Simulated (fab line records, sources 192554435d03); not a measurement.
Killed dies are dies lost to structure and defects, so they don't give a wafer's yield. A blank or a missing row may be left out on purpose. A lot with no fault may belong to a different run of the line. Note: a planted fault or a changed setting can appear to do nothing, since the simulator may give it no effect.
One fault seen from 3 desks    flow n5 finfet    what lay behind the numbers comes last; until then each desk has only its own

== THE DEFECT DESK ==
What the inspections along the route counted, lot by lot: means of the sampled wafers that have a number. The brackets show how far a lot's mean lies from the usual mean; more than 4 standard deviations puts the lot out of limits, marked OUT.
Columns: A = raw defect count at N5_BEOL_M12_INSPECT_30, usual 2.1
lot   first seen here  A
L101  day 11 00:47     2.0
L102  day 11 07:35     2.7
L103  day 11 13:16     1.3
L111  day 13 04:43     1.0
L112  day 13 15:47     1.7
L113  day 14 07:40     2.3
This desk's finding: nothing out of limits on any of the 6 lots.

== METROLOGY DESK ==
What the gauges read for every lot (on any tool): the sampled wafers with a number, averaged. The brackets show how far a lot's mean lies from the usual mean; more than 4 standard deviations puts the lot out of limits, marked OUT.
Columns: A = cd nm at N5_BEOL_M12_CD_MEAS_28, usual 160.6 nm; B = M12_OVL at N5_BEOL_M12_OVL_MEAS_29, usual -1 nm
lot   first seen here  A      B
L101  day 11 00:43     160.7  -3
L102  day 11 07:31     160.2  1
L103  day 11 13:13     159.6  4
L111  day 13 04:40     160.6  0
L112  day 13 15:44     159.2  6
L113  day 14 07:37     161.0  -8
This desk's finding: nothing out of limits on any of the 6 lots.

== AT THE TOOL OWNER'S DESK: rie diel-05 ==
The tool's own readings at N5_BEOL_M12_ETCH_68 (etches SOC in N2/H2, time 285 s): means of the sampled wafers that have a number, for each lot that ran on this tool. The brackets show how far a lot's mean lies from the usual mean; more than 4 standard deviations puts the lot out of limits, marked OUT.
Columns: A = drypump motor current A at N5_BEOL_M12_ETCH_68, usual 5.7 A; B = oes product au at N5_BEOL_M12_ETCH_68, usual 0.77 a.u.; C = rf vpp V at N5_BEOL_M12_ETCH_68, usual 524.3 V; D = run length s at N5_BEOL_M12_ETCH_68, usual 308.4 s; E = showerhead plenum p Torr at N5_BEOL_M12_ETCH_68, usual 2.56 Torr; F = throttle valve pct at N5_BEOL_M12_ETCH_68, usual 17.87 %
lot   first seen here  A    B     C      D                E     F
L101  day 11 00:59     5.1  0.74  527.0  308.7            2.64  17.61
L102  day 11 07:47     5.3  0.76  525.3  325.1 (+34) OUT  2.60  17.69
L103  day 11 13:35     5.7  0.77  524.0  324.9 (+34) OUT  2.54  17.92
L113  day 14 07:53     5.3  0.73  524.9  308.5            2.59  17.73
This desk's finding: out of limits on L102, L103; first on L102, day 11 07:47 (run length s at N5_BEOL_M12_ETCH_68). L101, L113 stayed within limits.

== TAKEN TOGETHER ==
The tool owner's desk could have raised an alarm at day 11 07:47, on L102, L103.
Nothing the defect desk looked at was out of limits.
Nothing out of limits was seen by the metrology desk.
The defect desk has L102, L103 on record, within its limits.
The metrology desk holds a record of L102, L103, inside its limits.
N5_BEOL_M12_ETCH_68 was run on rie diel-05 by each of the lots named.

== WHAT WAS PUT IN BY THE SIMULATOR ==
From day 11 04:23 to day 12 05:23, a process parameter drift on rie diel-05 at N5_BEOL_M12_ETCH_68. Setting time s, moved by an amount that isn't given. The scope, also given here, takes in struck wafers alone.
Lots struck among those shown: L102, L103.
Time in hours from fault onset to the first out-of-limits reading at each desk: the tool owner's desk, 3.
